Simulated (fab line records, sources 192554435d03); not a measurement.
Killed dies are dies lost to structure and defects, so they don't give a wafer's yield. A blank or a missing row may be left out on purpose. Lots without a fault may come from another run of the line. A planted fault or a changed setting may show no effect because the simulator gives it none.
Chamber matching | flow n5_finfet | N5_BEOL_M5_PECVD_70 on pecvd-03: 3 sister chambers
The step deposits SiO2 from TEOS/O2, target thk 16 nm, time 18 s. 6 wafers are shown with their chamber, then 7 later ones without.

WAFERS WITH THEIR CHAMBER
wafer  | chamber | throttle_valve_pct (%) | heater_power_w (W)
L075.2 | 1       | 24.2                   | 888
L081.4 | 2       | 21.9                   | 806
L081.5 | 0       | 22.3                   | 682
L081.6 | 1       | 23.6                   | 886
L082.1 | 2       | 21.5                   | 901
L082.2 | 0       | 22.4                   | 643

WAFERS WITHOUT THEIR CHAMBER
wafer  | throttle_valve_pct (%) | heater_power_w (W)
L082.4 | 22.2                   | 650
L084.4 | 23.7                   | 780
L084.5 | 22.0                   | 710
L084.6 | 22.2                   | 662
L088.1 | 21.9                   | 748
L088.3 | 23.9                   | 885
L088.5 | 21.9                   | 758

WHICH CHAMBER EACH WENT THROUGH
wafer  | from the rows above     | in truth
L082.4 | 0                       | 0
L084.4 | 1                       | 1
L084.5 | can't be placed: 0 or 2 | 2
L084.6 | 0                       | 0
L088.1 | can't be placed: 0 or 2 | 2
L088.3 | 1                       | 1
L088.5 | can't be placed: 2 or 0 | 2
Placed correctly: 4 of 7. Can't be placed from these rows: 3 (the true chamber is among the candidates in 3). Placed wrongly: 0.
How it was worked out, from the rows above alone: a wafer's distance from a chamber is the root of the sum, over the readings, of the square of ((its reading less the chamber's mean) divided by the reading's scatter). The wafer belongs to the nearest chamber; if the next one is less than 2 further off, it can't be placed. A chamber's mean is the mean of its shown wafers. The scatter: the root of (the sum of the squares of (reading less its chamber's mean) over the shown wafers, divided by (wafers less chambers)).
